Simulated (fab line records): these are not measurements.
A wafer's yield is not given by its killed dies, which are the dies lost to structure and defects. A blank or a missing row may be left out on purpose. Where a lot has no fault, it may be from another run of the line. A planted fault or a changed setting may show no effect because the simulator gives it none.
Split-lot experiment -- flow n5Finfet -- route with 1938 steps; 7 lots, 39 wafers read

## ABOUT THE SPLIT
At N5_SD_EPI_N_ETCH_45 (etches SiOCN in CH3F/O2, target depth 6 nm), the setting targetDepthA was moved away from the recipe's 60 angstrom on 15 of the 39 wafers read, by -57.8% to +54.9%. All remaining wafers had this setting at the recipe value.

The reading comes from the split's own step.

## THE READING
etch.depthNm (the simulator's own value, which no gauge read), in nm, at N5_SD_EPI_N_ETCH_45 (etches SiOCN in CH3F/O2, target depth 6 nm). There is no usual value for it anywhere in the file. Across the 24 wafers here that went through the recipe, the average is 5.946 nm and the standard deviation 0.085 nm.

wafer,"tool, chamber at the split","targetDepthA as run, angstrom",against the recipe,"etch.depthNm, nm",against lot-mates on the recipe
L076.1,"rieDiel-01, 0",60,recipe,5.788,-
L076.2,"rieDiel-01, 3",83,+38.3%,8.254,+2.382
L076.3,"rieDiel-01, 2",83,+38.3%,8.132,+2.260
L076.4,"rieDiel-01, 1",83,+38.3%,8.239,+2.367
L076.5,"rieDiel-01, 3",60,recipe,6.009,-
L076.6,"rieDiel-01, 2",60,recipe,5.819,-
L077.1,"rieDiel-06, 0",60,recipe,6.022,-
L077.2,"rieDiel-06, 1",60,recipe,6.079,-
L077.3,"rieDiel-06, 2",60,recipe,6.018,-
L077.4,"rieDiel-06, 3",60,recipe,5.842,-
L077.5,"rieDiel-06, 1",60,recipe,6.086,-
L077.6,"rieDiel-06, 2",60,recipe,5.975,-
L083.1,"rieDiel-06, 2",60,recipe,5.953,-
L083.3,"rieDiel-06, 1",60,recipe,6.069,-
L083.5,"rieDiel-06, 0",60,recipe,5.963,-
L085.1,"rieDiel-03, 2",25.31,-57.8%,2.479,-3.390
L085.2,"rieDiel-03, 3",60,recipe,5.872,-
L085.6,"rieDiel-03, 3",60,recipe,5.872,-
L085.3,"rieDiel-03, 1",25.31,-57.8%,2.484,-3.385
L085.4,"rieDiel-03, 1",60,recipe,5.863,-
L085.5,"rieDiel-03, 2",25.31,-57.8%,2.483,-3.386
L086.1,"rieDiel-01, 0",60,recipe,5.872,-
L086.2,"rieDiel-01, 1",60,recipe,5.956,-
L086.3,"rieDiel-01, 2",42.48,-29.2%,4.103,-1.855
L086.4,"rieDiel-01, 3",42.48,-29.2%,4.231,-1.727
L086.5,"rieDiel-01, 3",60,recipe,6.047,-
L086.6,"rieDiel-01, 0",42.48,-29.2%,4.175,-1.783
L088.1,"rieDiel-01, 3",92.96,+54.9%,9.354,+3.450
L088.2,"rieDiel-01, 0",92.96,+54.9%,9.2,+3.296
L088.3,"rieDiel-01, 2",60,recipe,5.814,-
L088.4,"rieDiel-01, 1",60,recipe,5.961,-
L088.5,"rieDiel-01, 0",60,recipe,5.936,-
L088.6,"rieDiel-01, 3",92.96,+54.9%,9.27,+3.366
L097.1,"rieDiel-03, 3",87.43,+45.7%,8.388,+2.429
L097.2,"rieDiel-03, 2",60,recipe,5.979,-
L097.3,"rieDiel-03, 0",87.43,+45.7%,8.691,+2.732
L097.4,"rieDiel-03, 0",60,recipe,5.922,-
L097.5,"rieDiel-03, 3",87.43,+45.7%,8.378,+2.419
L097.6,"rieDiel-03, 2",60,recipe,5.975,-

FIT RESULTS
A straight line over all 39 wafers: etch.depthNm changes by +0.0593 nm for each +1% of targetDepthA; r = +1.00; the points scatter about the line by 0.1 nm.
The same after taking each lot's own level away (the mean of its wafers on the recipe; 39 wafers): +0.0593 nm for each +1%; r = +1.00; scatter 0.099 nm.
That fit puts the effect of the largest move of targetDepthA on the reading at 3.4 nm.
The lots' own levels span 5.8690 to 6.0037 nm, that is 1.6 times the standard deviation above.
The two slopes are in agreement: the lot-to-lot level therefore moves the slope only a little.
Check: for one of the wafers moved furthest among these (-57.8%), held out of the fit, the line's prediction against its lot-mates is -3.43 nm. It came out at -3.39 nm against them.

## THE OTHER SPLITS THESE WAFERS WENT THROUGH
Other splits were also applied to these wafers ahead of the reading. Each is held against what the fit with the lots' levels taken away leaves over:
other split on the same wafers,wafers away from the commonest value,r with etch.depthNm (lot level and that fit taken away)
N5_FIN_SAQP_HM_DEP_72 timeS,15,-0.06

## FILE'S OWN FIT
etch.depthNm changes by +0.0593 nm for each +1% of targetDepthA, r = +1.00.
